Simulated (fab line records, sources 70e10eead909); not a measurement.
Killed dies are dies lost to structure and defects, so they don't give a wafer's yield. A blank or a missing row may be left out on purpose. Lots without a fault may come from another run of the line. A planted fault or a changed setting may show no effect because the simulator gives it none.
fab line records | flow nand_harc
record lots=24 wafers=72 last_day=33
route steps=1302 shown A_STAIRCASE@819 A_SGD_CUT@905
lots that met no fault: from a run of the same line without faults
start_h: hours from the record's first day to the start of the lot's first wafer shown | wait_h: hours since the lot's step before | " the same as in the row above | L1.1+2: a row that stands for several wafers | - no value, or no start given | * or withheld: withheld | < > ~ a bound
route shown NAME@n: a module of which the file shows steps, and the number in the route of the first | usual: mean/standard deviation of fault-free wafers | same: alike in all rows | chamber/n: place in a boat | sites: the reading at each site | _std_site: their standard deviation | _edge_site: outer sites' mean less inner sites' | radius_mm: how far each site lies from the wafer's centre | mask NAME#n: copy n | behind: the tool/chamber that last shaped the wafer | hold: why the lot was held/for how many hours/how that ended | device: the transistor (n, p or np) that didn't switch | end of line: the same wafers' tests at the end of the route | a step without rows: its recipe alone | killed: dies lost to structure and defects at the first sort, not the wafer's yield | map: a wafer's dies, x killed, . not, _ none there
set.NAME: the setting as run; set.NAME@STEP: as run at that earlier step | model.NAME: the simulator's own value behind a step, which no gauge read
steps of the route over a sample of lots; a table a step, a row a wafer
services: from which hour (start_h, from the record's first day; less than 0 if before it) a tool's chamber was out of use, for how many hours, and why
## steps
# step NHARC_A_STAIRCASE_DEP_301
# recipe target_thk_a=300 target_thk_nm=30 temp_c=400 pressure_torr=3.5 flow_sccm=200 rf_w=350 material=SiON
# usual heater_power_w=813/100
# columns lot.wafer tool chamber start_h wait_h heater_power_w
L074.2 pecvd-03 1 386.07 1.3 950
L074.3 " 2 " " 774
L074.5 " 0 " " 642
L075.3 pecvd-04 1 387.97 1.0 709
L075.2 " 0 " " 748
L075.5 " 0 " " 736
L076.3 pecvd-03 1 391.51 1.0 924
L076.5 " 2 " " 712
L076.6 " 1 " " 932
L077.2 pecvd-04 1 421.94 1.3 816
L077.4 " 2 " " 975
L077.6 " 0 " " 795
L078.3 pecvd-04 1 424.43 1.0 830
L078.5 " 2 " " 996
L078.4 " 1 " " 832
L079.2 pecvd-01 1 425.37 1.3 790
L079.6 " 2 " " 806
L079.5 " 1 " " 802
L080.3 pecvd-04 2 445.69 1.0 1064
L080.4 " 1 " " 789
L080.6 " 2 " " 1050
L082.2 pecvd-01 0 462.70 1.3 754
L082.5 " 1 " " 764
L082.4 " 2 " " 833
L081.2 pecvd-01 0 463.20 1.3 797
L081.6 " 2 " " 837
L081.4 " 0 " " 790
L084.3 pecvd-04 2 472.10 1.0 976
L084.6 " 1 " " 887
L084.4 " 0 " " 676
L083.3 pecvd-04 1 472.34 0.9 900
L083.2 " 2 " " 1003
L083.4 " 1 " " 936
L085.3 pecvd-03 0 497.93 0.9 679
L085.2 " 1 " " 828
L085.5 " 1 " " 852
L086.4 pecvd-03 2 503.93 1.2 772
L086.6 " 0 " " 626
L086.5 " 1 " " 874
L088.3 pecvd-01 0 519.25 1.0 693
L088.2 " 2 " " 775
L088.6 " 0 " " 689
L087.3 pecvd-04 1 520.36 1.0 780
L087.4 " 2 " " 926
L087.6 " 0 " " 720
L089.3 pecvd-04 1 527.23 1.1 931
L089.2 " 2 " " 943
L089.4 " 2 " " 980
L090.4 pecvd-01 1 548.21 1.1 795
L090.5 " 2 " " 731
L090.6 " 0 " " 714
L091.3 pecvd-04 0 557.29 0.9 764
L091.4 " 0 " " 760
L091.5 " 1 " " 754
L092.4 pecvd-04 2 565.88 0.7 906
L092.3 " 1 " " 902
L092.5 " 1 " " 889
L093.1 pecvd-04 2 567.40 1.6 911
L093.5 " 1 " " 948
L093.6 " 2 " " 890
L094.1 pecvd-01 1 574.70 1.6 790
L094.3 " 0 " " 764
L094.6 " 1 " " 792
L095.1 pecvd-01 0 590.59 1.6 726
L095.4 " 2 " " 807
L095.5 " 0 " " 737
L096.2 pecvd-01 0 598.41 1.2 796
L096.5 " 0 " " 767
L096.4 " 1 " " 854
L097.3 pecvd-03 0 601.59 0.9 674
L097.1 " 1 " " 902
L097.5 " 1 " " 933
# step NHARC_A_STAIRCASE_DESCUM_312
# recipe time_s=3 o2_flow_sccm=200 ar_flow_sccm=0 bias_power_w=0 chemistry=O2
# usual drypump_motor_current_A=5.9/0.43 oes_product_au=1.003/0.01 rf_vpp_V=57.8/0.81 showerhead_plenum_p_Torr=1.90/0.08 throttle_valve_pct=11.310/0.0083
# columns lot.wafer tool chamber start_h wait_h drypump_motor_current_A oes_product_au rf_hours_counter_h rf_vpp_V showerhead_plenum_p_Torr throttle_valve_pct
L074.3 rie_diel-10 2 386.91 - 5.5 1.016 44 56.7 1.78 11.305
L074.2 " 3 " " 6.2 0.993 48 58.9 1.94 11.308
L074.5 " 1 " " 6.1 0.987 - 58.7 1.86 11.311
L075.3 rie_diel-07 3 388.82 - 6.1 1.001 25 57.9 1.88 11.307
L075.2 " 1 " " 6.3 0.993 25 57.3 1.92 11.306
L075.5 " 0 " " 5.1 1.011 - 57.6 1.88 11.314
L076.3 rie_diel-07 3 392.45 - 6.0 1.000 26 57.6 1.88 11.318
L076.6 " 1 " " 6.3 0.991 - 58.1 1.92 11.324
L076.5 " 2 " " 5.7 0.998 - 56.7 1.79 11.311
L077.4 rie_diel-10 2 422.87 - 5.5 1.016 58 58.1 1.77 11.307
L077.2 " 0 " " 6.3 1.008 56 57.2 1.89 11.297
L077.6 " 1 " " 6.1 0.997 - 59.4 1.86 11.323
L078.3 rie_diel-07 1 425.23 - 6.3 0.996 35 57.1 1.92 11.302
L078.4 " 2 " " 5.8 1.012 38 58.0 1.79 11.293
L078.5 " 1 " " 6.3 1.000 - 57.2 1.92 11.316
L079.2 rie_diel-11 2 426.31 - 5.5 0.997 52 58.0 1.83 11.311
L079.5 " 3 " " 6.3 1.001 - 59.4 1.97 11.316
L079.6 " 0 " " 5.3 0.985 - 57.6 2.04 11.297
L080.4 rie_diel-11 3 446.62 - 6.3 1.006 0 58.5 1.96 11.303
L080.3 " 0 " " 5.3 0.993 0 57.7 2.04 11.305
L080.6 " 2 " " 5.5 0.998 - 56.3 1.83 11.313
L082.2 rie_diel-07 2 463.52 - 5.7 0.981 53 58.4 1.78 11.305
L082.4 " 3 " " 6.0 1.005 - 57.3 1.88 11.307
L082.5 " 2 " " 5.7 0.992 - 55.6 1.78 11.310
L081.2 rie_diel-10 3 464.17 - 6.1 1.003 8 59.5 1.93 11.305
L081.4 " 0 " " 6.3 1.018 8 57.7 1.89 11.296
L081.6 " 2 " " 5.5 1.012 - 58.3 2.07 11.308
L084.3 rie_diel-11 0 473.44 - 5.3 0.998 10 59.1 2.03 11.290
L084.4 " 2 " " 5.5 1.006 12 57.0 1.82 11.314
L084.6 " 0 " " 5.3 1.002 - 57.3 2.03 11.305
L083.4 rie_diel-11 3 473.49 - 6.3 0.998 11 57.3 1.96 11.290
L083.2 " 0 " " 5.3 1.004 10 60.2 2.03 11.312
L083.3 " 2 " " 5.6 1.002 12 58.3 1.82 11.311
L085.2 rie_diel-10 2 498.79 - 5.5 1.017 19 59.3 2.07 11.314
L085.3 " 0 " " 6.3 1.014 19 56.6 1.88 11.307
L085.5 " 1 " " 6.1 0.996 - 58.0 1.85 11.317
L086.4 rie_diel-11 2 504.83 - 5.5 1.003 18 57.5 1.82 11.312
L086.5 " 1 " " 6.4 1.027 - 57.6 1.94 11.306
L086.6 " 2 " " 5.5 1.001 - 57.3 1.82 11.326
L088.3 rie_diel-11 1 520.23 - 6.4 1.013 23 58.6 1.94 11.315
L088.2 " 3 " " 6.3 1.008 22 58.8 1.96 11.303
L088.6 " 2 " " 5.5 1.006 - 57.4 1.82 11.302
L087.3 rie_diel-07 0 521.17 - 5.1 0.997 13 58.3 1.86 11.314
L087.4 " 1 " " 6.3 0.999 14 58.3 1.91 11.307
L087.6 " 3 " " 6.0 1.005 - 57.2 1.87 11.308
L089.4 rie_diel-10 1 528.08 - 6.2 1.002 35 57.3 1.85 11.323
L089.3 " 2 " " 5.5 1.025 31 58.6 2.07 11.323
L089.2 " 3 " " 6.1 1.023 30 58.5 1.93 11.309
L090.4 rie_diel-07 1 549.12 - 6.3 1.004 22 57.4 1.91 11.310
L090.6 " 3 " " 6.0 1.002 - 57.0 1.87 11.307
L090.5 " 0 " " 5.1 0.993 - 57.8 1.86 11.311
L091.4 rie_diel-07 0 558.27 - 5.1 1.006 22 56.3 1.86 11.333
L091.3 " 2 " " 5.8 0.996 21 57.4 1.77 11.319
L091.5 " 1 " " 6.3 0.989 - 58.0 1.91 11.315
L092.3 rie_diel-07 2 566.76 - 5.7 1.001 23 57.5 1.77 11.313
L092.5 " 0 " " 5.1 0.989 - 58.1 1.86 11.307
L092.4 " 2 " " 5.8 0.999 - 57.5 1.77 11.312
L093.1 rie_diel-11 1 568.32 - 6.4 1.008 40 59.3 1.94 11.306
L093.5 " 0 " " 5.3 1.007 - 57.6 2.02 11.306
L093.6 " 1 " " 6.4 1.010 - 58.3 1.94 11.299
L094.3 rie_diel-07 3 575.68 - 6.0 0.976 29 57.0 1.86 11.314
L094.1 " 2 " " 5.7 0.978 28 56.6 1.77 11.316
L094.6 " 3 " " 6.0 0.982 - 56.4 1.86 11.318
L095.4 rie_diel-10 2 591.42 - 5.5 1.016 51 58.7 2.06 11.316
L095.1 " 0 " " 6.3 1.009 53 59.0 1.87 11.301
L095.5 " 3 " " 6.2 1.008 - 57.9 1.92 11.314
L096.2 rie_diel-10 3 599.27 - 6.2 1.003 53 56.9 1.92 11.316
L096.4 " 1 " " 6.1 0.989 59 57.9 1.84 11.305
L096.5 " 3 " " 6.1 1.003 - 57.9 1.92 11.327
L097.1 rie_diel-11 3 602.45 - 6.3 1.003 50 58.0 1.95 11.310
L097.3 " 1 " " 6.3 1.008 50 59.3 1.93 11.305
L097.5 " 3 " " 6.3 0.998 - 58.1 1.95 11.312
# step NHARC_A_STAIRCASE_ALD_415
# recipe target_thk_a=300 pulse_time_s=6 ald_cycles=300 temp_c=300 material=SiO2
# usual heater_power_w=481/42 precursor_pulse_height_rel=0.999/0.019
# columns lot.wafer tool chamber start_h wait_h heater_power_w precursor_pulse_height_rel
L074.3 ald_hk-04 3 388.77 0.1 483 1.024
L074.2 " 2 " " 447 1.022
L074.5 " 3 " " 480 1.014
L075.3 ald_hk-01 3 390.69 0.1 430 1.023
L075.2 " 1 " " 434 0.993
L075.5 " 3 " " 443 0.991
L076.3 ald_hk-01 0 395.42 1.2 507 0.982
L076.6 " 1 " " 423 0.998
L076.5 " 2 " " 576 0.976
L077.2 ald_hk-04 0 424.71 0.1 496 0.996
L077.4 " 2 " " 452 1.031
L077.6 " 0 " " 485 1.011
L078.4 ald_hk-01 3 427.09 0.1 436 1.000
L078.3 " 2 " " 592 0.990
L078.5 " 3 " " 442 0.994
L079.2 ald_hk-04 1 428.17 0.1 462 1.013
L079.5 " 1 " " 456 0.968
L079.6 " 2 " " 453 1.032
L080.3 ald_hk-04 1 448.95 0.5 459 1.019
L080.4 " 2 " " 441 0.979
L080.6 " 0 " " 503 0.970
L082.4 ald_hk-03 3 465.78 0.1 572 0.979
L082.2 " 0 " " 474 0.998
L082.5 " 3 " " 572 1.039
L081.4 ald_hk-04 1 466.58 0.5 456 0.991
L081.2 " 2 " " 450 1.016
L081.6 " 3 " " 471 1.006
L084.4 ald_hk-03 0 475.60 0.1 467 0.999
L084.3 " 1 " " 424 1.010
L084.6 " 0 " " 473 0.987
L083.2 ald_hk-04 2 476.02 0.2 453 1.001
L083.3 " 0 " " 499 1.011
L083.4 " 1 " " 449 1.010
L085.3 ald_hk-03 3 501.25 0.5 575 0.961
L085.2 " 0 " " 475 0.993
L085.5 " 3 503.10 2.4 581 0.980
L086.4 ald_hk-01 2 507.14 0.5 558 1.005
L086.5 " 0 " " 514 1.013
L086.6 " 1 " " 451 1.015
L087.3 ald_hk-03 1 523.01 0.1 418 0.998
L087.4 " 2 " " 527 0.976
L087.6 " 2 525.32 2.4 530 0.964
L088.3 ald_hk-04 0 525.78 0.8 497 0.990
L088.2 " 2 " " 450 1.004
L088.6 " 3 " " 482 0.971
L089.4 ald_hk-01 0 530.37 0.4 495 0.982
L089.3 " 1 " " 447 1.013
L089.2 " 2 " " 574 0.979
L090.4 ald_hk-04 0 551.66 0.8 489 1.033
L090.6 " 1 " " 457 1.009
L090.5 " 2 " " 468 1.003
L091.3 ald_hk-04 0 560.13 0.1 495 1.010
L091.4 " 1 " " 453 0.995
L091.5 " 1 " " 451 0.993
L093.1 ald_hk-01 0 570.18 0.1 527 0.985
L093.5 " 0 " " 505 0.991
L093.6 " 1 " " 452 0.952
L092.3 ald_hk-01 3 573.15 0.5 426 1.006
L092.4 " 0 " " 509 0.970
L092.5 " 2 " " 574 1.056
L094.1 ald_hk-04 1 577.54 0.1 463 1.005
L094.3 " 3 " " 475 0.985
L094.6 " 1 " " 464 1.034
L095.1 ald_hk-04 1 593.78 0.5 457 1.022
L095.4 " 2 " " 453 0.982
L095.5 " 0 " " 495 1.009
L096.2 ald_hk-04 3 601.59 0.5 475 1.005
L096.4 " 1 " " 449 0.986
L096.5 " 2 " " 467 0.997
L097.3 ald_hk-04 3 604.93 0.7 491 0.970
L097.1 " 0 " " 512 1.016
L097.5 " 3 606.78 2.5 464 1.035
# step NHARC_A_STAIRCASE_CMP_450
# recipe target_thk_nm=200 material=SiO2
# usual motor_current_A=11.8/1.1
# columns lot.wafer tool chamber start_h wait_h motor_current_A
L075.2 cmp-02 3 435.10 - 12.1
L075.3 " 0 " " 13.1
L075.5 " 0 " " 13.8
L074.2 cmp-04 0 435.73 - 12.1
L074.3 " 1 " " 11.2
L074.5 " 3 " " 13.8
L076.3 cmp-03 2 445.15 - 11.2
L076.6 " 1 " " 11.0
L076.5 " 2 " " 11.4
L079.2 cmp-04 0 475.46 - 11.4
L079.5 " 0 " " 11.6
L079.6 " 1 " " 11.3
L078.4 cmp-03 3 475.66 - 11.5
L078.3 " 0 " " 11.0
L078.5 " 0 " " 12.2
L077.4 cmp-02 3 475.79 - 12.0
L077.2 " 0 " " 14.3
L077.6 " 1 " " 12.7
L080.4 cmp-04 3 498.49 - 13.6
L080.3 " 1 " " 11.3
L080.6 " 0 " " 11.6
L081.4 cmp-02 2 519.06 - 11.0
L081.2 " 3 " " 11.7
L081.6 " 3 " " 11.7
L082.4 cmp-03 3 519.20 - 11.8
L082.2 " 1 " " 10.9
L082.5 " 3 " " 12.2
L083.4 cmp-03 1 525.62 - 11.2
L083.3 " 2 " " 11.7
L083.2 " 3 " " 11.5
L084.3 cmp-02 2 525.92 - 11.4
L084.4 " 3 " " 11.4
L084.6 " 1 " " 13.1
L086.4 cmp-03 3 547.27 - 11.6
L086.6 " 1 " " 10.7
L086.5 " 2 " " 11.4
L085.2 cmp-04 0 547.36 - 11.4
L085.3 " 1 " " 11.2
L085.5 " 0 " " 11.9
L088.2 cmp-03 1 568.59 - 10.8
L088.3 " 2 " " 11.5
L088.6 " 0 " " 12.9
L087.3 cmp-02 3 568.63 - 11.5
L087.4 " 2 " " 11.5
L087.6 " 3 " " 11.2
L089.3 cmp-04 0 573.64 - 12.4
L089.4 " 1 " " 10.4
L089.2 " 3 " " 14.0
L090.4 cmp-02 3 599.37 - 11.9
L090.6 " 3 " " 11.1
L090.5 " 0 " " 12.9
L091.3 cmp-04 0 599.67 - 11.5
L091.4 " 2 " " 9.4
L091.5 " 0 " " 11.4
L092.3 cmp-02 3 616.67 - 11.3
L092.4 " 1 " " 12.6
L092.5 " 3 " " 11.5
L093.1 cmp-04 0 616.67 - 12.0
L093.6 " 0 " " 12.4
L093.5 " 1 " " 11.7
L094.1 cmp-02 0 626.67 - 13.5
L094.3 " 1 " " 12.4
L094.6 " 2 " " 11.1
L095.1 cmp-02 3 642.11 - 11.9
L095.4 " 0 " " 13.3
L095.5 " 3 " " 11.7
L096.2 cmp-03 2 649.48 - 11.4
L096.4 " 3 " " 11.7
L096.5 " 1 " " 11.2
L097.1 cmp-04 0 649.82 - 12.5
L097.3 " 1 " " 11.3
L097.5 " 3 " " 14.8
# step NHARC_A_STAIRCASE_ETCHBACK_422
# recipe target_depth_a=400 over_etch_frac=0.3 time_s=74.286 ion_energy_ev=120 ch3f_flow_sccm=50 o2_flow_sccm=30 ar_flow_sccm=200 rf_w=500 bias_w=100 chemistry=CH3F/O2
# usual drypump_motor_current_A=5.9/0.42 oes_product_au=0.98/0.036 rf_vpp_V=244.2/1.7 showerhead_plenum_p_Torr=2.45/0.1 throttle_valve_pct=20.663/0.0095
# columns lot.wafer tool chamber start_h wait_h drypump_motor_current_A oes_product_au rf_hours_counter_h rf_vpp_V showerhead_plenum_p_Torr throttle_valve_pct
L075.3 rie_diel-07 0 435.63 0.1 5.1 0.93 30 243.9 2.41 20.659
L075.2 " 2 " " 5.7 0.91 42 242.6 2.30 20.671
L075.5 " 1 " " 6.3 0.92 - 244.8 2.46 20.684
L074.2 rie_diel-07 0 436.30 0.2 5.1 1.00 30 243.9 2.41 20.661
L074.3 " 2 " " 5.8 1.00 42 240.6 2.30 20.666
L074.5 " 0 " " 5.1 1.01 - 242.3 2.41 20.646
L076.3 rie_diel-10 1 445.72 0.2 6.2 1.00 3 243.0 2.39 20.661
L076.5 " 2 " " 5.5 1.01 - 245.7 2.66 20.653
L076.6 " 3 " " 6.2 1.00 - 244.7 2.49 20.661
L079.2 rie_diel-11 2 476.02 0.2 5.6 0.99 13 244.2 2.35 20.653
L079.5 " 0 " " 5.3 1.00 - 247.4 2.60 20.675
L079.6 " 1 " " 6.4 1.01 - 243.0 2.50 20.658
L078.3 rie_diel-11 0 476.20 0.1 5.3 0.99 11 247.0 2.61 20.662
L078.4 " 1 " " 6.4 1.02 13 244.4 2.50 20.681
L078.5 " 3 " " 6.3 1.01 - 245.1 2.52 20.670
L077.2 rie_diel-11 2 476.30 0.1 5.6 1.00 13 243.1 2.35 20.670
L077.4 " 0 " " 5.3 1.01 11 245.7 2.60 20.663
L077.6 " 3 " " 6.3 1.01 - 245.9 2.52 20.655
L080.3 rie_diel-07 3 499.04 0.2 6.1 0.98 3 244.3 2.41 20.685
L080.4 " 0 " " 5.1 1.00 5 243.0 2.40 20.676
L080.6 " 2 " " 5.7 0.99 - 241.7 2.29 20.653
L081.2 rie_diel-07 1 519.59 0.1 6.3 1.00 14 243.4 2.45 20.651
L081.4 " 2 " " 5.8 0.99 9 242.4 2.29 20.651
L081.6 " 2 " " 5.8 0.99 - 241.7 2.29 20.669
L082.2 rie_diel-11 0 520.66 0.2 5.3 0.92 23 246.4 2.60 20.659
L082.4 " 2 " " 5.5 0.92 23 244.0 2.34 20.661
L082.5 " 0 " " 5.3 0.93 - 245.7 2.60 20.661
L083.4 rie_diel-10 2 526.15 0.1 5.5 1.02 31 247.2 2.65 20.671
L083.2 " 3 " " 6.1 1.02 30 244.8 2.48 20.656
L083.3 " 1 " " 6.1 1.01 34 242.4 2.38 20.667
L084.4 rie_diel-07 1 526.46 0.1 6.3 1.00 16 242.8 2.45 20.658
L084.3 " 3 " " 6.1 1.00 10 244.4 2.41 20.667
L084.6 " 0 " " 5.1 0.99 - 242.4 2.39 20.657
L086.4 rie_diel-07 3 547.79 0.2 6.0 0.99 18 242.9 2.40 20.660
L086.6 " 2 " " 5.7 0.99 - 241.7 2.29 20.658
L086.5 " 3 " " 6.0 0.98 - 243.5 2.40 20.673
L085.2 rie_diel-10 2 547.90 0.1 5.5 0.94 38 246.4 2.65 20.672
L085.3 " 3 " " 6.1 0.94 37 245.5 2.47 20.655
L085.5 " 1 " " 6.1 0.92 - 242.2 2.38 20.651
L088.2 rie_diel-10 1 569.16 0.2 6.1 0.92 49 242.2 2.37 20.667
L088.3 " 3 " " 6.2 0.93 43 242.6 2.47 20.658
L088.6 " 1 " " 6.1 0.92 - 240.5 2.37 20.651
L087.3 rie_diel-11 1 569.17 0.1 6.4 0.94 40 243.8 2.49 20.677
L087.4 " 3 " " 6.3 0.92 39 244.5 2.51 20.669
L087.6 " 2 " " 5.6 0.92 - 243.0 2.34 20.663
L089.4 rie_diel-10 0 574.17 0.1 6.3 0.93 48 244.1 2.41 20.648
L089.3 " 2 " " 5.5 0.95 48 245.2 2.64 20.658
L089.2 " 3 " " 6.2 0.93 46 244.6 2.47 20.657
L090.4 rie_diel-11 2 600.08 0.3 5.5 0.94 46 242.1 2.34 20.653
L090.6 " 3 " " 6.3 0.92 - 246.7 2.50 20.668
L090.5 " 0 " " 5.3 0.93 - 245.3 2.59 20.652
L091.3 rie_diel-10 0 600.20 0.1 6.2 0.94 56 243.3 2.41 20.646
L091.4 " 1 " " 6.2 0.91 59 242.3 2.37 20.667
L091.5 " 0 " " 6.3 0.93 - 243.5 2.41 20.667
L092.4 rie_diel-10 3 617.21 0.1 6.2 1.01 1 245.3 2.47 20.657
L092.3 " 0 " " 6.3 1.02 2 243.0 2.40 20.662
L092.5 " 3 " " 6.2 1.01 - 242.6 2.47 20.672
L093.1 rie_diel-07 0 617.21 0.1 5.1 0.96 46 243.1 2.38 20.668
L093.6 " 0 " " 5.1 0.97 - 243.6 2.38 20.667
L093.5 " 1 " " 6.3 0.95 - 244.0 2.44 20.663
L094.1 rie_diel-11 1 627.18 0.1 6.4 1.00 1 243.7 2.48 20.658
L094.3 " 2 " " 5.6 1.00 1 241.6 2.33 20.660
L094.6 " 2 " " 5.6 1.01 - 240.7 2.33 20.651
L095.4 rie_diel-10 1 642.68 0.2 6.1 1.00 10 243.5 2.36 20.659
L095.1 " 2 " " 5.5 1.02 5 247.9 2.64 20.665
L095.5 " 3 " " 6.2 1.01 - 244.5 2.46 20.658
L096.4 rie_diel-07 2 650.01 0.1 5.8 1.00 54 241.5 2.27 20.663
L096.2 " 0 " " 5.1 1.01 63 243.1 2.38 20.656
L096.5 " 2 " " 5.7 0.99 - 241.1 2.27 20.661
L097.1 rie_diel-10 2 651.99 0.9 5.5 1.01 9 247.9 2.63 20.660
L097.3 " 0 " " 6.3 1.02 16 242.5 2.40 20.667
L097.5 " 3 " " 6.1 1.01 - 246.6 2.46 20.662
# step NHARC_A_SGD_CUT_ETCH_58
# recipe target_depth_a=390 over_etch_frac=0.3 time_s=65 ion_energy_ev=80 cf4_flow_sccm=150 ar_flow_sccm=0 rf_w=300 bias_w=100 chemistry=CF4
# usual drypump_motor_current_A=5.9/0.48 oes_product_au=0.997/0.0099 rf_vpp_V=151.1/1.2 showerhead_plenum_p_Torr=1.76/0.071 throttle_valve_pct=13.284/0.0092
# columns lot.wafer tool chamber start_h wait_h drypump_motor_current_A oes_product_au rf_hours_counter_h rf_vpp_V showerhead_plenum_p_Torr throttle_valve_pct
L075.3 rie_diel-08 2 437.99 0.1 5.4 0.986 3 153.0 1.89 13.308
L075.2 " 3 " " 5.6 0.990 2 151.8 1.78 13.293
L075.5 " 0 " " 6.7 0.990 - 152.3 1.79 13.276
L074.2 rie_diel-12 0 438.61 0.1 6.2 1.002 10 151.0 1.73 13.280
L074.3 " 1 " " 5.6 1.008 11 149.0 1.66 13.269
L074.5 " 0 " " 6.2 0.991 - 150.7 1.73 13.283
L076.3 rie_diel-03 3 448.03 0.1 6.4 0.979 12 151.5 1.81 13.276
L076.5 " 0 " " 5.4 0.992 - 150.5 1.65 13.285
L076.6 " 1 " " 5.4 0.992 - 152.0 1.87 13.266
L079.2 rie_diel-03 2 478.21 0.1 5.5 0.989 1 151.1 1.71 13.290
L079.5 " 2 " " 5.6 1.005 - 151.0 1.71 13.307
L079.6 " 3 " " 6.4 0.997 - 151.6 1.81 13.296
L078.3 rie_diel-08 3 478.50 0.1 5.6 0.994 4 152.8 1.78 13.284
L078.4 " 2 " " 5.4 0.975 5 152.7 1.89 13.273
L078.5 " 3 " " 5.6 0.997 - 151.3 1.78 13.289
L077.2 rie_diel-03 3 478.65 0.1 6.4 0.989 1 150.5 1.80 13.274
L077.4 " 1 " " 5.4 0.994 1 153.1 1.87 13.299
L077.6 " 3 " " 6.4 0.998 - 152.1 1.81 13.283
L080.4 rie_diel-03 0 501.24 0.1 5.4 0.996 4 148.6 1.65 13.292
L080.3 " 1 " " 5.4 1.011 3 152.2 1.87 13.291
L080.6 " 0 " " 5.4 1.005 - 149.7 1.65 13.268
L081.4 rie_diel-12 1 521.79 0.1 5.6 0.997 4 151.8 1.65 13.287
L081.2 " 2 " " 5.6 0.989 4 148.6 1.67 13.286
L081.6 " 3 " " 5.6 1.007 - 152.0 1.76 13.278
L082.2 rie_diel-12 3 522.97 0.1 5.6 1.008 4 149.5 1.76 13.280
L082.4 " 0 " " 6.2 0.984 4 150.6 1.73 13.287
L082.5 " 0 " " 6.2 0.981 - 151.4 1.73 13.291
L083.4 rie_diel-08 0 528.33 0.1 6.7 1.004 7 150.8 1.79 13.287
L083.2 " 1 " " 6.5 0.993 7 153.0 1.81 13.292
L083.3 " 2 " " 5.4 0.976 7 153.4 1.89 13.287
L084.3 rie_diel-03 3 528.76 0.1 6.4 0.994 6 150.1 1.80 13.274
L084.4 " 2 " " 5.5 0.982 5 150.9 1.71 13.293
L084.6 " 0 " " 5.4 1.002 - 150.1 1.65 13.277
L086.5 rie_diel-03 3 550.13 0.1 6.4 0.991 - 151.7 1.80 13.296
L086.4 " 1 " " 5.4 1.014 - 152.1 1.87 13.289
L086.6 " 2 " " 5.5 0.995 - 151.9 1.71 13.270
L085.3 rie_diel-12 1 550.26 0.1 5.5 0.990 5 149.2 1.65 13.294
L085.2 " 0 " " 6.2 0.990 6 151.3 1.73 13.297
L085.5 " 2 " " 5.6 0.989 - 150.8 1.67 13.292
L088.3 rie_diel-03 2 571.49 0.1 5.6 0.995 9 151.0 1.71 13.305
L088.2 " 0 " " 5.4 1.009 7 150.2 1.65 13.276
L088.6 " 2 " " 5.5 0.997 - 149.2 1.71 13.301
L087.3 rie_diel-12 3 571.69 0.1 5.6 1.005 7 152.8 1.76 13.279
L087.4 " 2 " " 5.6 0.972 - 149.2 1.67 13.290
L087.6 " 3 " " 5.6 1.009 - 151.0 1.75 13.272
L089.3 rie_diel-08 3 576.66 0.1 5.6 0.996 1 150.5 1.78 13.281
L089.4 " 0 " " 6.6 0.994 1 151.9 1.79 13.273
L089.2 " 1 " " 6.5 0.996 1 154.3 1.81 13.290
L090.4 rie_diel-12 1 602.43 0.1 5.6 1.005 8 150.9 1.65 13.280
L090.6 " 3 " " 5.6 1.015 - 150.6 1.75 13.284
L090.5 " 0 " " 6.2 0.991 - 151.8 1.72 13.275
L091.3 rie_diel-03 2 602.58 0.1 5.6 1.009 13 150.4 1.71 13.296
L091.4 " 1 " " 5.4 1.014 13 152.6 1.87 13.280
L091.5 " 3 " " 6.4 1.011 - 151.6 1.80 13.316
L092.3 rie_diel-12 0 619.51 0.1 6.2 0.991 9 152.3 1.72 13.270
L092.4 " 1 " " 5.6 1.005 8 151.1 1.65 13.286
L092.5 " 3 " " 5.6 1.008 - 150.8 1.75 13.292
L093.1 rie_diel-08 2 619.67 0.1 5.4 0.998 2 151.8 1.88 13.285
L093.6 " 0 " " 6.7 1.007 - 152.1 1.79 13.285
L093.5 " 1 " " 6.5 1.015 - 151.3 1.81 13.275
L094.3 rie_diel-08 2 629.49 0.1 5.4 0.999 3 152.1 1.88 13.289
L094.1 " 3 " " 5.6 0.993 4 150.5 1.78 13.295
L094.6 " 2 " " 5.4 0.996 - 153.3 1.88 13.271
L095.1 rie_diel-12 2 645.11 0.1 5.6 0.989 1 149.5 1.67 13.293
L095.4 " 3 " " 5.6 0.996 1 151.5 1.75 13.279
L095.5 " 1 " " 5.5 1.002 - 149.5 1.65 13.276
L096.4 rie_diel-08 0 652.39 0.2 6.7 0.998 5 150.0 1.79 13.277
L096.2 " 1 " " 6.6 1.006 6 150.8 1.81 13.282
L096.5 " 0 " " 6.7 0.996 - 152.9 1.79 13.273
L097.1 rie_diel-08 3 654.17 0.1 5.6 0.998 6 150.9 1.78 13.295
L097.3 " 1 " " 6.5 1.002 6 151.8 1.81 13.280
L097.5 " 0 " " 6.7 1.006 - 151.6 1.79 13.270
## services
# columns tool chamber start_h hours kind
rie_diel-11 2 395.11 2.1 repair
pecvd-04 - 420.86 0.9 repair
rie_diel-10 - 425.53 9.0 pm
cmp-02 - 430.72 4.0 pm
ald_hk-04 - 434.18 10.0 pm
rie_diel-11 - 434.90 9.0 pm
pecvd-04 - 450.15 13.0 pm
rie_diel-10 2 450.87 4.9 repair
rie_diel-07 - 453.36 0.3 repair
rie_diel-07 1 458.45 2.3 repair
rie_diel-07 1 461.42 3.5 repair
rie_diel-07 - 473.11 9.0 pm
cmp-02 - 504.90 2.7 repair
pecvd-04 - 516.54 1.6 repair
ald_hk-04 - 533.11 0.9 repair
rie_diel-10 2 582.99 5.5 repair
rie_diel-10 - 602.53 9.0 pm
rie_diel-11 - 614.31 9.0 pm
rie_diel-10 2 621.33 14.7 repair
ald_hk-04 - 622.42 1.7 repair
pecvd-04 - 631.15 13.0 pm
rie_diel-07 2 632.19 1.4 repair
rie_diel-11 1 633.94 10.6 repair
rie_diel-07 - 650.11 9.0 pm
## key
fault none
